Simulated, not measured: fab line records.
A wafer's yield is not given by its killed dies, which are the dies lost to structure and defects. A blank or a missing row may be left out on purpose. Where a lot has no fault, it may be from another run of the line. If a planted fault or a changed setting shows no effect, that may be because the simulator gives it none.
Lot-split experiment || flow n5Finfet || 7 lots, 21 wafers read, on a route of 1938 steps

ON THE SPLIT
At N5_SD_EPI_P_ETCH_16 (etches SiO2 in CHF3/O2, target depth 5 nm), the setting targetDepthA was moved away from the recipe's 50 angstrom on 6 of the 21 wafers read, by -11.9% to +10.6%. This setting was run at the recipe's value on the other wafers.

Reading taken at the split's own step.

THE READING
etch.depthNm (the simulator's own value, which no gauge read), in nm, at N5_SD_EPI_P_ETCH_16 (etches SiO2 in CHF3/O2, target depth 5 nm). The file gives no usual value for it. Average 4.999 nm, standard deviation 0.086 nm, over the 15 wafers here run with the recipe.

{"wafer": "L078.2", "tool, chamber at the split": "rieDiel-03, 2", "targetDepthA as run, angstrom": 50, "against the recipe": "recipe", "etch.depthNm, nm": 5.082, "against lot-mates on the recipe": "-"}
{"wafer": "L078.4", "tool, chamber at the split": "rieDiel-03, 3", "targetDepthA as run, angstrom": 50, "against the recipe": "recipe", "etch.depthNm, nm": 5.076, "against lot-mates on the recipe": "-"}
{"wafer": "L078.5", "tool, chamber at the split": "rieDiel-03, 2", "targetDepthA as run, angstrom": 50, "against the recipe": "recipe", "etch.depthNm, nm": 5.029, "against lot-mates on the recipe": "-"}
{"wafer": "L080.2", "tool, chamber at the split": "rieDiel-02, 3", "targetDepthA as run, angstrom": 50, "against the recipe": "recipe", "etch.depthNm, nm": 4.992, "against lot-mates on the recipe": "-"}
{"wafer": "L080.3", "tool, chamber at the split": "rieDiel-02, 2", "targetDepthA as run, angstrom": 47.98, "against the recipe": "-4.0%", "etch.depthNm, nm": 4.794, "against lot-mates on the recipe": -0.130}
{"wafer": "L080.4", "tool, chamber at the split": "rieDiel-02, 0", "targetDepthA as run, angstrom": 50, "against the recipe": "recipe", "etch.depthNm, nm": 4.856, "against lot-mates on the recipe": "-"}
{"wafer": "L083.1", "tool, chamber at the split": "rieDiel-03, 1", "targetDepthA as run, angstrom": 52.85, "against the recipe": "+5.7%", "etch.depthNm, nm": 5.27, "against lot-mates on the recipe": "+0.197"}
{"wafer": "L083.3", "tool, chamber at the split": "rieDiel-03, 2", "targetDepthA as run, angstrom": 50, "against the recipe": "recipe", "etch.depthNm, nm": 5.084, "against lot-mates on the recipe": "-"}
{"wafer": "L083.6", "tool, chamber at the split": "rieDiel-03, 3", "targetDepthA as run, angstrom": 50, "against the recipe": "recipe", "etch.depthNm, nm": 5.062, "against lot-mates on the recipe": "-"}
{"wafer": "L086.1", "tool, chamber at the split": "rieDiel-02, 0", "targetDepthA as run, angstrom": 55.31, "against the recipe": "+10.6%", "etch.depthNm, nm": 5.448, "against lot-mates on the recipe": "+0.565"}
{"wafer": "L086.5", "tool, chamber at the split": "rieDiel-02, 0", "targetDepthA as run, angstrom": 50, "against the recipe": "recipe", "etch.depthNm, nm": 4.883, "against lot-mates on the recipe": "-"}
{"wafer": "L086.6", "tool, chamber at the split": "rieDiel-02, 3", "targetDepthA as run, angstrom": 55.31, "against the recipe": "+10.6%", "etch.depthNm, nm": 5.552, "against lot-mates on the recipe": "+0.669"}
{"wafer": "L089.1", "tool, chamber at the split": "rieDiel-02, 0", "targetDepthA as run, angstrom": 50, "against the recipe": "recipe", "etch.depthNm, nm": 4.933, "against lot-mates on the recipe": "-"}
{"wafer": "L089.3", "tool, chamber at the split": "rieDiel-02, 2", "targetDepthA as run, angstrom": 46.57, "against the recipe": "-6.9%", "etch.depthNm, nm": 4.665, "against lot-mates on the recipe": -0.252}
{"wafer": "L089.6", "tool, chamber at the split": "rieDiel-02, 0", "targetDepthA as run, angstrom": 50, "against the recipe": "recipe", "etch.depthNm, nm": 4.901, "against lot-mates on the recipe": "-"}
{"wafer": "L092.2", "tool, chamber at the split": "rieDiel-06, 2", "targetDepthA as run, angstrom": 50, "against the recipe": "recipe", "etch.depthNm, nm": 4.852, "against lot-mates on the recipe": "-"}
{"wafer": "L092.3", "tool, chamber at the split": "rieDiel-06, 0", "targetDepthA as run, angstrom": 50, "against the recipe": "recipe", "etch.depthNm, nm": 5.041, "against lot-mates on the recipe": "-"}
{"wafer": "L092.6", "tool, chamber at the split": "rieDiel-06, 0", "targetDepthA as run, angstrom": 50, "against the recipe": "recipe", "etch.depthNm, nm": 5.054, "against lot-mates on the recipe": "-"}
{"wafer": "L094.2", "tool, chamber at the split": "rieDiel-03, 0", "targetDepthA as run, angstrom": 44.07, "against the recipe": "-11.9%", "etch.depthNm, nm": 4.794, "against lot-mates on the recipe": -0.272}
{"wafer": "L094.4", "tool, chamber at the split": "rieDiel-03, 1", "targetDepthA as run, angstrom": 50, "against the recipe": "recipe", "etch.depthNm, nm": 5.033, "against lot-mates on the recipe": "-"}
{"wafer": "L094.6", "tool, chamber at the split": "rieDiel-03, 2", "targetDepthA as run, angstrom": 50, "against the recipe": "recipe", "etch.depthNm, nm": 5.1, "against lot-mates on the recipe": "-"}

THE FIT
A straight line over all 21 wafers: etch.depthNm changes by +0.0382 nm for each +1% of targetDepthA; r = +0.88; the points scatter about the line by 0.1 nm.
The same after taking each lot's own level away (the mean of its wafers on the recipe; 21 wafers): +0.0424 nm for each +1%; r = +0.92; scatter 0.086 nm.
That fit puts the effect of the largest move of targetDepthA on the reading at 0.5 nm.
From 4.8830 to 5.0730 nm: that is the span of the lots' own levels, equal to 2.2 times the standard deviation above.
The two slopes are in agreement: the lot-to-lot level therefore moves the slope only a little.
Check: -0.589 nm against its lot-mates is what the line predicts for one of the wafers moved furthest among these (-11.9%) when that wafer is left out of the fit. Against them it came out at -0.272 nm.

OTHER SPLITS APPLIED TO THESE WAFERS
Note: prior to the reading, these wafers also went through further splits. Each is held against what the fit with the lots' levels taken away leaves over:
{"other split on the same wafers": "N5_ZERO_LAYER_COAT_05 spinRpm", "wafers away from the commonest value": 5, "r with etch.depthNm (lot level and that fit taken away)": -0.01}
{"other split on the same wafers": "N5_ZERO_LAYER_DEVELOP_10 developTimeS", "wafers away from the commonest value": 4, "r with etch.depthNm (lot level and that fit taken away)": "+0.21"}
{"other split on the same wafers": "N5_WELL_APT_EXPOSE_22 doseMj", "wafers away from the commonest value": 6, "r with etch.depthNm (lot level and that fit taken away)": -0.20}
{"other split on the same wafers": "N5_WELL_APT_PEB_23 pebTimeS", "wafers away from the commonest value": 12, "r with etch.depthNm (lot level and that fit taken away)": "+0.04"}
{"other split on the same wafers": "N5_FIN_SAQP_HM_DEP_72 timeS", "wafers away from the commonest value": 7, "r with etch.depthNm (lot level and that fit taken away)": "+0.07"}
{"other split on the same wafers": "N5_FIN_SAQP_DEVELOP_15 developTimeS", "wafers away from the commonest value": 7, "r with etch.depthNm (lot level and that fit taken away)": "+0.47"}
{"other split on the same wafers": "N5_DUMMY_GATE_COAT_35 spinRpm", "wafers away from the commonest value": 3, "r with etch.depthNm (lot level and that fit taken away)": "+0.24"}

FILE'S OWN FIT
etch.depthNm changes by +0.0377 nm for each +1% of targetDepthA, r = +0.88.
